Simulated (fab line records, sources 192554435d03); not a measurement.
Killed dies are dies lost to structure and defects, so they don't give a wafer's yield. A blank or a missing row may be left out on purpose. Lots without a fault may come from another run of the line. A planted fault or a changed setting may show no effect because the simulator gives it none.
Which tool did it? | flow n5_finfet | 24 lots, 72 wafers sampled, at 6 steps of a route of 1938

WHAT THE GAUGES READ, wafer by wafer
N5_BEOL_M0_SAQP_CD_MEAS_14: target cd 42.5 nm. Usual: cd_nm 42.7 nm, standard deviation 0.31.
lot  | measured     | on        | cd_nm (nm)     | flag
L074 | day 5 13:40  | cd_sem-01 | 42.8 43.3 43.1 |
L075 | day 5 19:45  | cd_sem-03 | 42.4 42.2 42.5 |
L076 | day 5 22:17  | cd_sem-03 | 42.6 42.8 42.6 |
L077 | day 6 04:34  | cd_sem-02 | 42.1 42.7 42.6 |
L078 | day 6 14:36  | cd_sem-03 | 42.4 41.8 42.5 |
L079 | day 6 20:13  | cd_sem-02 | 42.7 42.4 42.6 |
L080 | day 6 23:32  | cd_sem-01 | 42.4 42.8 42.4 |
L081 | day 7 08:25  | cd_sem-03 | 42.7 42.5 42.7 |
L082 | day 7 14:17  | cd_sem-02 | 42.1 42.4 42.5 |
L083 | day 7 14:27  | cd_sem-01 | 42.8 42.8 43.2 |
L084 | day 8 03:20  | cd_sem-01 | 43.5 42.3 43.2 |
L085 | day 8 11:26  | cd_sem-01 | 42.8 43.3 42.6 |
L087 | day 8 16:42  | cd_sem-02 | 42.5 42.4 42.4 |
L086 | day 8 18:21  | cd_sem-02 | 42.6 42.8 42.6 |
L088 | day 9 07:22  | cd_sem-01 | 42.8 43.5 42.8 |
L089 | day 9 07:25  | cd_sem-03 | 42.7 42.7 43.1 |
L090 | day 9 10:49  | cd_sem-03 | 43.1 43.0 42.4 |
L091 | day 9 17:32  | cd_sem-03 | 43.1 42.9 43.3 |
L092 | day 10 01:20 | cd_sem-02 | 42.1 42.9 42.5 |
L093 | day 10 07:46 | cd_sem-03 | 42.7 42.8 42.8 |
L094 | day 10 17:07 | cd_sem-02 | 42.8 43.0 43.1 |
L095 | day 10 18:38 | cd_sem-02 | 42.3 42.9 41.9 |
L096 | day 10 21:24 | cd_sem-02 | 42.2 42.7 42.4 |
L097 | day 11 11:12 | cd_sem-03 | 42.8 42.9 42.7 |

N5_BEOL_M0_SAQP_INSPECT_16: inspects for defects (brightfield). Usual: raw_defect_count 532, standard deviation 120.
lot  | measured     | on                | raw_defect_count | flag
L074 | day 5 13:43  | defect_inspect-02 | 431 539 454      |
L075 | day 5 19:49  | defect_inspect-01 | 447 477 655      |
L076 | day 5 22:20  | defect_inspect-02 | 483 524 514      |
L077 | day 6 04:37  | defect_inspect-01 | 466 590 412      |
L078 | day 6 14:39  | defect_inspect-01 | 451 483 561      |
L079 | day 6 20:16  | defect_inspect-02 | 663 503 453      |
L080 | day 6 23:35  | defect_inspect-01 | 571 599 553      |
L081 | day 7 08:29  | defect_inspect-02 | 444 766 540      |
L082 | day 7 14:20  | defect_inspect-01 | 532 493 465      |
L083 | day 7 14:30  | defect_inspect-01 | 498 733 605      |
L084 | day 8 03:24  | defect_inspect-02 | 547 555 402      |
L085 | day 8 11:29  | defect_inspect-01 | 559 467 435      |
L087 | day 8 16:45  | defect_inspect-01 | 473 429 438      |
L086 | day 8 18:24  | defect_inspect-01 | 479 728 616      |
L088 | day 9 07:26  | defect_inspect-01 | 439 415 700      |
L089 | day 9 07:28  | defect_inspect-01 | 271 385 435      |
L090 | day 9 10:52  | defect_inspect-02 | 600 500 648      |
L091 | day 9 17:35  | defect_inspect-02 | 367 484 416      |
L092 | day 10 01:23 | defect_inspect-02 | 486 426 517      |
L093 | day 10 07:50 | defect_inspect-01 | 454 566 740      |
L094 | day 10 17:10 | defect_inspect-02 | 519 465 337      |
L095 | day 10 18:41 | defect_inspect-01 | 540 618 717      |
L096 | day 10 21:27 | defect_inspect-01 | 574 514 420      |
L097 | day 11 11:15 | defect_inspect-01 | 515 782 716      |

WHICH TOOL RAN EACH LOT (tool, then ch and the chambers of the sampled wafers, then the start)
lot  | N5_MOL_CONTACT_COAG_ETCH_89        | N5_MOL_CONTACT_COAG_ETCHBACK_134   | N5_BEOL_M0_SAQP_PECVD_97        | N5_BEOL_M0_SAQP_HM_DEP_111
L074 | rie_diel-01 ch 0,2,3, day 5 02:14  | rie_diel-05 ch 0,2, day 5 04:07    | pecvd-01 ch 1,2, day 5 13:10    | pecvd-04 ch 0,1, day 5 13:20
L075 | rie_diel-05 ch 1,2,3, day 5 08:19  | rie_diel-01 ch 1,2,3, day 5 12:37  | pecvd-01 ch 1,2, day 5 19:16    | pecvd-04 ch 0,2, day 5 19:26
L076 | rie_diel-01 ch 1,2, day 5 14:32    | rie_diel-05 ch 0,1, day 5 16:44    | pecvd-01 ch 0,2, day 5 21:40    | pecvd-04 ch 0,2, day 5 21:50
L077 | rie_diel-05 ch 0,2,3, day 5 20:14  | rie_diel-03 ch 0,2, day 5 22:16    | pecvd-01 ch 0,2, day 6 03:52    | pecvd-01 ch 2, day 6 04:06
L078 | rie_diel-03 ch 0,3, day 6 06:23    | rie_diel-03 ch 0,1, day 6 08:22    | pecvd-01 ch 0,1,2, day 6 14:06  | pecvd-04 ch 1,2, day 6 14:16
L079 | rie_diel-05 ch 0,1,3, day 6 12:57  | rie_diel-03 ch 0,2,3, day 6 14:33  | pecvd-04 ch 1,2, day 6 19:43    | pecvd-02 ch 0,1,2, day 6 19:53
L080 | rie_diel-03 ch 0,1,3, day 6 15:56  | rie_diel-05 ch 1,2, day 6 17:35    | pecvd-01 ch 0,2, day 6 22:55    | pecvd-01 ch 0,1,2, day 6 23:05
L081 | rie_diel-05 ch 0,3, day 6 23:13    | rie_diel-03 ch 1,2,3, day 7 00:57  | pecvd-02 ch 1,2, day 7 07:40    | pecvd-01 ch 0,1, day 7 07:59
L082 | rie_diel-05 ch 0,1,3, day 7 02:23  | rie_diel-01 ch 2,3, day 7 04:06    | pecvd-01 ch 0,1,2, day 7 13:39  | pecvd-01 ch 0,1, day 7 13:49
L083 | rie_diel-05 ch 0,1,3, day 7 04:53  | rie_diel-03 ch 0,3, day 7 06:40    | pecvd-04 ch 0,1, day 7 13:50    | pecvd-01 ch 0,2, day 7 14:00
L084 | rie_diel-01 ch 0,2, day 7 17:39    | rie_diel-03 ch 1,2, day 7 20:49    | pecvd-01 ch 1,2, day 8 02:51    | pecvd-04 ch 1,2, day 8 03:01
L085 | rie_diel-03 ch 1,3, day 8 01:00    | rie_diel-01 ch 0,1,3, day 8 03:56  | pecvd-04 ch 0,1,2, day 8 10:49  | pecvd-02 ch 1,2, day 8 10:59
L087 | rie_diel-01 ch 0,3, day 8 08:00    | rie_diel-01 ch 0,1,3, day 8 09:48  | pecvd-04 ch 0,1,2, day 8 16:05  | pecvd-02 ch 0,1, day 8 16:15
L086 | rie_diel-03 ch 0,3, day 8 08:39    | rie_diel-05 ch 0,1, day 8 10:39    | pecvd-01 ch 1,2, day 8 17:44    | pecvd-02 ch 0,2, day 8 17:54
L088 | rie_diel-05 ch 0,1,2, day 8 18:37  | rie_diel-05 ch 0,1,2, day 8 22:20  | pecvd-02 ch 0,1,2, day 9 04:02  | pecvd-04 ch 0,1,2, day 9 04:12
L089 | rie_diel-03 ch 0,1,3, day 8 21:32  | rie_diel-03 ch 0,3, day 9 00:34    | pecvd-02 ch 0,2, day 9 06:46    | pecvd-02 ch 0,2, day 9 06:56
L090 | rie_diel-05 ch 0,2, day 9 02:33    | rie_diel-01 ch 0,1,3, day 9 04:42  | pecvd-02 ch 0,2, day 9 10:12    | pecvd-02 ch 0,1,2, day 9 10:22
L091 | rie_diel-03 ch 1,2,3, day 9 10:08  | rie_diel-03 ch 1,2, day 9 11:54    | pecvd-04 ch 0,2, day 9 17:02    | pecvd-01 ch 0,2, day 9 17:13
L092 | rie_diel-05 ch 1,2,3, day 9 17:10  | rie_diel-03 ch 0,1,3, day 9 18:49  | pecvd-04 ch 0,1,2, day 10 00:43 | pecvd-02 ch 0,1,2, day 10 00:53
L093 | rie_diel-05 ch 2,3, day 9 23:21    | rie_diel-05 ch 0,3, day 10 01:09   | pecvd-04 ch 0,1, day 10 07:10   | pecvd-01 ch 0,1,2, day 10 07:20
L094 | rie_diel-01 ch 0,3, day 10 05:59   | rie_diel-01 ch 0,1,2, day 10 07:31 | pecvd-04 ch 0,2, day 10 16:29   | pecvd-02 ch 0,2, day 10 16:40
L095 | rie_diel-05 ch 1,2,3, day 10 10:47 | rie_diel-01 ch 0,2,3, day 10 12:22 | pecvd-04 ch 0,1, day 10 18:01   | pecvd-02 ch 0,1, day 10 18:11
L096 | rie_diel-03 ch 0,1,3, day 10 13:23 | rie_diel-05 ch 0,1,3, day 10 14:55 | pecvd-01 ch 1,2, day 10 20:55   | pecvd-04 ch 0,1,2, day 10 21:05
L097 | rie_diel-05 ch 0,1,3, day 11 00:01 | rie_diel-03 ch 1,2,3, day 11 02:05 | pecvd-04 ch 0,1, day 11 10:35   | pecvd-01 ch 0,1, day 11 10:45
- N5_MOL_CONTACT_COAG_ETCH_89: etches underlayer in N2/H2, target depth 13 nm, time 10.4 s.
- N5_MOL_CONTACT_COAG_ETCHBACK_134: etches SiO2 in CHF3, target depth 10 nm, time 6.7 s.
- N5_BEOL_M0_SAQP_PECVD_97: deposits SiNx from SiH4/NH3/N2, target thk 23 nm, time 19.9 s.
- N5_BEOL_M0_SAQP_HM_DEP_111: deposits SiO2 from SiH4/N2O, target thk 12 nm, time 7.2 s.

WHAT THE TOOLS THEMSELVES READ (means of the sampled wafers that have a number; where no wafer has one, the mark that the record gives instead)
N5_MOL_CONTACT_COAG_ETCH_89. Usual: drypump_motor_current_A 5.7 A, standard deviation 0.38; etch_rf_on_time_s 10.5 s, standard deviation 0.3; oes_product_au 0.65 a.u., standard deviation 0.065; rf_fwd_power_W 819.7 W, standard deviation 2.6; rf_vpp_V 524.7 V, standard deviation 2.4; showerhead_plenum_p_Torr 2.57 Torr, standard deviation 0.08; throttle_valve_pct 17.9 %, standard deviation 0.31.
lot  | tool        | drypump_motor_current_A (A) | etch_rf_on_time_s (s) | oes_product_au (a.u.) | rf_fwd_power_W (W) | rf_vpp_V (V) | showerhead_plenum_p_Torr (Torr) | throttle_valve_pct (%) | flag
L074 | rie_diel-01 | 5.8                         | 10.3                  | 0.61                  | 820.1              | 524.4        | 2.52                            | 18.2                   |
L075 | rie_diel-05 | 5.8                         | 10.8                  | 0.61                  | 821.3              | 523.9        | 2.55                            | 18.0                   |
L076 | rie_diel-01 | 5.7                         | 10.3                  | 0.62                  | 820.4              | 523.7        | 2.52                            | 18.0                   |
L077 | rie_diel-05 | 5.7                         | 10.5                  | 0.62                  | 818.7              | 524.3        | 2.56                            | 18.2                   |
L078 | rie_diel-03 | 5.7                         | 10.4                  | 0.69                  | 821.9              | 522.7        | 2.53                            | 17.5                   |
L079 | rie_diel-05 | 5.8                         | 10.4                  | 0.63                  | 821.1              | 524.8        | 2.55                            | 18.0                   |
L080 | rie_diel-03 | 5.8                         | 10.4                  | 0.70                  | 817.4              | 524.6        | 2.57                            | 17.6                   |
L081 | rie_diel-05 | 5.8                         | 10.2                  | 0.63                  | 821.2              | 523.8        | 2.56                            | 18.2                   |
L082 | rie_diel-05 | 5.8                         | 10.4                  | 0.62                  | 817.6              | 524.4        | 2.54                            | 18.0                   |
L083 | rie_diel-05 | 5.8                         | 10.4                  | 0.62                  | 821.2              | 525.6        | 2.54                            | 18.0                   |
L084 | rie_diel-01 | 5.8                         | 10.4                  | 0.73                  | 821.6              | 522.9        | 2.51                            | 18.0                   |
L085 | rie_diel-03 | 5.7                         | 10.3                  | 0.70                  | 819.4              | 521.4        | 2.51                            | 17.6                   |
L087 | rie_diel-01 | 5.8                         | 10.4                  | 0.72                  | 816.3              | 522.0        | 2.51                            | 17.9                   |
L086 | rie_diel-03 | 5.8                         | 10.6                  | 0.65                  | 821.2              | 524.9        | 2.58                            | 17.6                   |
L088 | rie_diel-05 | 5.4                         | 10.5                  | 0.63                  | 817.5              | 527.3        | 2.63                            | 18.1                   |
L089 | rie_diel-03 | 5.8                         | 10.4                  | 0.68                  | 819.0              | 524.9        | 2.56                            | 17.7                   |
L090 | rie_diel-05 | 5.3                         | 10.3                  | 0.64                  | 822.8              | 526.4        | 2.63                            | 18.3                   |
L091 | rie_diel-03 | 5.4                         | 10.4                  | 0.67                  | 821.4              | 522.8        | 2.53                            | 17.7                   |
L092 | rie_diel-05 | 5.8                         | 10.5                  | 0.69                  | 822.0              | 526.2        | 2.65                            | 17.9                   |
L093 | rie_diel-05 | 5.6                         | 10.4                  | 0.68                  | 817.2              | 526.6        | 2.66                            | 18.1                   |
L094 | rie_diel-01 | 5.8                         | 10.4                  | 0.70                  | 819.6              | 522.9        | 2.50                            | 17.9                   |
L095 | rie_diel-05 | 5.8                         | 10.4                  | 0.69                  | 818.1              | 527.1        | 2.64                            | 17.9                   |
L096 | rie_diel-03 | 5.8                         | 10.5                  | 0.66                  | 819.3              | 523.9        | 2.55                            | 17.7                   |
L097 | rie_diel-05 | 5.8                         | 10.3                  | 0.69                  | 818.1              | 526.9        | 2.64                            | 17.9                   |

N5_MOL_CONTACT_COAG_ETCHBACK_134. Usual: drypump_motor_current_A 5.6 A, standard deviation 0.36; oes_product_au 0.77 a.u., standard deviation 0.08; rf_fwd_power_W 602.7 W, standard deviation 2.6; rf_vpp_V 526 V, standard deviation 12; showerhead_plenum_p_Torr 2.38 Torr, standard deviation 0.068; throttle_valve_pct 18.66 %, standard deviation 0.28.
lot  | tool        | drypump_motor_current_A (A) | oes_product_au (a.u.) | rf_fwd_power_W (W) | rf_vpp_V (V) | showerhead_plenum_p_Torr (Torr) | throttle_valve_pct (%) | flag
L074 | rie_diel-05 | 5.3                         | 0.76                  | 604.6              | 538          | 2.47                            | 19.00                  |
L075 | rie_diel-01 | 5.7                         | 0.71                  | 604.0              | 518          | 2.36                            | 18.82                  |
L076 | rie_diel-05 | 5.5                         | 0.76                  | 604.7              | 541          | 2.46                            | 18.76                  |
L077 | rie_diel-03 | 5.3                         | 0.75                  | 597.1              | 528          | 2.41                            | 18.53                  |
L078 | rie_diel-03 | 5.7                         | 0.84                  | 599.6              | 532          | 2.43                            | 18.47                  |
L079 | rie_diel-03 | 5.5                         | 0.77                  | 601.0              | 521          | 2.38                            | 18.43                  |
L080 | rie_diel-05 | 5.4                         | 0.72                  | 604.2              | 544          | 2.45                            | 18.91                  |
L081 | rie_diel-03 | 5.5                         | 0.81                  | 601.5              | 521          | 2.35                            | 18.39                  |
L082 | rie_diel-01 | 5.7                         | 0.70                  | 605.6              | 513          | 2.35                            | 19.11                  |
L083 | rie_diel-03 | 5.7                         | 0.80                  | 601.9              | 515          | 2.35                            | 18.32                  |
L084 | rie_diel-03 | 5.2                         | 0.78                  | 598.8              | 527          | 2.38                            | 18.52                  |
L085 | rie_diel-01 | 5.7                         | 0.77                  | 603.4              | 519          | 2.36                            | 18.66                  |
L087 | rie_diel-01 | 5.7                         | 0.77                  | 604.4              | 518          | 2.35                            | 18.68                  |
L086 | rie_diel-05 | 5.5                         | 0.76                  | 601.8              | 538          | 2.45                            | 18.92                  |
L088 | rie_diel-05 | 5.4                         | 0.73                  | 602.6              | 542          | 2.45                            | 18.93                  |
L089 | rie_diel-03 | 5.8                         | 0.76                  | 600.1              | 524          | 2.41                            | 18.48                  |
L090 | rie_diel-01 | 5.7                         | 0.76                  | 604.7              | 519          | 2.35                            | 18.69                  |
L091 | rie_diel-03 | 5.2                         | 0.77                  | 601.4              | 526          | 2.37                            | 18.55                  |
L092 | rie_diel-03 | 5.7                         | 0.79                  | 600.4              | 522          | 2.38                            | 18.46                  |
L093 | rie_diel-05 | 6.2                         | 0.91                  | 602.7              | 537          | 2.52                            | 18.75                  |
L094 | rie_diel-01 | 5.8                         | 0.84                  | 605.3              | 520          | 2.34                            | 18.59                  |
L095 | rie_diel-01 | 5.7                         | 0.84                  | 604.7              | 514          | 2.34                            | 18.81                  |
L096 | rie_diel-05 | 5.8                         | 0.82                  | 604.8              | 539          | 2.48                            | 18.79                  |
L097 | rie_diel-03 | 5.5                         | 0.77                  | 601.8              | 520          | 2.34                            | 18.46                  |

N5_BEOL_M0_SAQP_PECVD_97. Usual: heater_power_w 560 W, standard deviation 75; rf_fwd_power_W 296.3 W, standard deviation 1.2; showerhead_plenum_p_Torr 5.17 Torr, standard deviation 0.036; throttle_valve_pct 39.3 %, standard deviation 2.4.
lot  | tool     | heater_power_w (W) | rf_fwd_power_W (W) | showerhead_plenum_p_Torr (Torr) | throttle_valve_pct (%) | flag
L074 | pecvd-01 | 543                | 296.2              | 5.14                            | 36.2                   |
L075 | pecvd-01 | 587                | 296.7              | 5.14                            | 36.2                   |
L076 | pecvd-01 | 491                | 295.5              | 5.17                            | 39.7                   |
L077 | pecvd-01 | 548                | 297.5              | 5.14                            | 37.8                   |
L078 | pecvd-01 | 554                | 295.6              | 5.16                            | 38.1                   |
L079 | pecvd-04 | 599                | 297.1              | 5.18                            | 38.8                   |
L080 | pecvd-01 | 558                | 296.0              | 5.15                            | 37.8                   |
L081 | pecvd-02 | 544                | 296.2              | 5.19                            | 39.1                   |
L082 | pecvd-01 | 535                | 296.7              | 5.16                            | 38.0                   |
L083 | pecvd-04 | 619                | 296.5              | 5.19                            | 40.4                   |
L084 | pecvd-01 | 608                | 295.8              | 5.13                            | 36.3                   |
L085 | pecvd-04 | 515                | 296.2              | 5.19                            | 40.0                   |
L087 | pecvd-04 | 588                | 297.0              | 5.18                            | 40.0                   |
L086 | pecvd-01 | 587                | 297.3              | 5.12                            | 36.3                   |
L088 | pecvd-02 | 613                | 295.3              | 5.18                            | 40.3                   |
L089 | pecvd-02 | 654                | 296.7              | 5.16                            | 42.4                   |
L090 | pecvd-02 | 632                | 296.3              | 5.16                            | 42.5                   |
L091 | pecvd-04 | 513                | 296.7              | 5.19                            | 39.4                   |
L092 | pecvd-04 | 554                | 297.1              | 5.19                            | 39.8                   |
L093 | pecvd-04 | 590                | 296.6              | 5.20                            | 40.9                   |
L094 | pecvd-04 | 527                | 296.6              | 5.20                            | 40.7                   |
L095 | pecvd-04 | 605                | 297.1              | 5.19                            | 40.4                   |
L096 | pecvd-01 | 603                | 296.8              | 5.13                            | 36.5                   |
L097 | pecvd-04 | 596                | 297.2              | 5.18                            | 40.6                   |

N5_BEOL_M0_SAQP_HM_DEP_111. Usual: heater_power_w 790 W, standard deviation 100; rf_fwd_power_W 272.1 W, standard deviation 1; showerhead_plenum_p_Torr 8.21 Torr, standard deviation 0.068.
lot  | tool     | heater_power_w (W) | rf_fwd_power_W (W) | showerhead_plenum_p_Torr (Torr) | flag
L074 | pecvd-04 | 801                | 272.3              | 8.23                            |
L075 | pecvd-04 | 823                | 272.3              | 8.27                            |
L076 | pecvd-04 | 806                | 272.8              | 8.26                            |
L077 | pecvd-01 | 741                | 272.2              | 8.09                            |
L078 | pecvd-04 | 811                | 272.5              | 8.24                            |
L079 | pecvd-02 | 813                | 270.7              | 8.21                            |
L080 | pecvd-01 | 752                | 272.4              | 8.18                            |
L081 | pecvd-01 | 676                | 270.9              | 8.24                            |
L082 | pecvd-01 | 650                | 271.5              | 8.24                            |
L083 | pecvd-01 | 700                | 271.5              | 8.21                            |
L084 | pecvd-04 | 764                | 272.4              | 8.23                            |
L085 | pecvd-02 | 774                | 272.4              | 8.26                            |
L087 | pecvd-02 | 965                | 271.7              | 8.19                            |
L086 | pecvd-02 | 829                | 273.1              | 8.19                            |
L088 | pecvd-04 | 846                | 272.1              | 8.24                            |
L089 | pecvd-02 | 806                | 271.7              | 8.23                            |
L090 | pecvd-02 | 816                | 272.6              | 8.21                            |
L091 | pecvd-01 | 715                | 272.0              | 8.15                            |
L092 | pecvd-02 | 863                | 273.1              | 8.20                            |
L093 | pecvd-01 | 717                | 271.8              | 8.18                            |
L094 | pecvd-02 | 861                | 271.8              | 8.19                            |
L095 | pecvd-02 | 830                | 271.9              | 8.21                            |
L096 | pecvd-04 | 826                | 272.9              | 8.26                            |
L097 | pecvd-01 | 730                | 271.2              | 8.19                            |

THE ANSWER, worked out from the rows above alone
Rule: a lot is off if the mean of its wafers that have a number lies more than 3 standard deviations from the usual mean. A lot without any number at a reading at which 4 lots or more have one is off too. The other lots that the step has rows for count as sound. The gauges are gone through in route order, then the tools' own readings, and for those a lot's mean is taken as printed above. The first step at which some lot is off is used, and at that step the reading that is off furthest; a lot without a number counts as furthest.
No lot is off at any reading shown: from this, nothing can be told.

WHAT THE SIMULATOR HAD PUT IN
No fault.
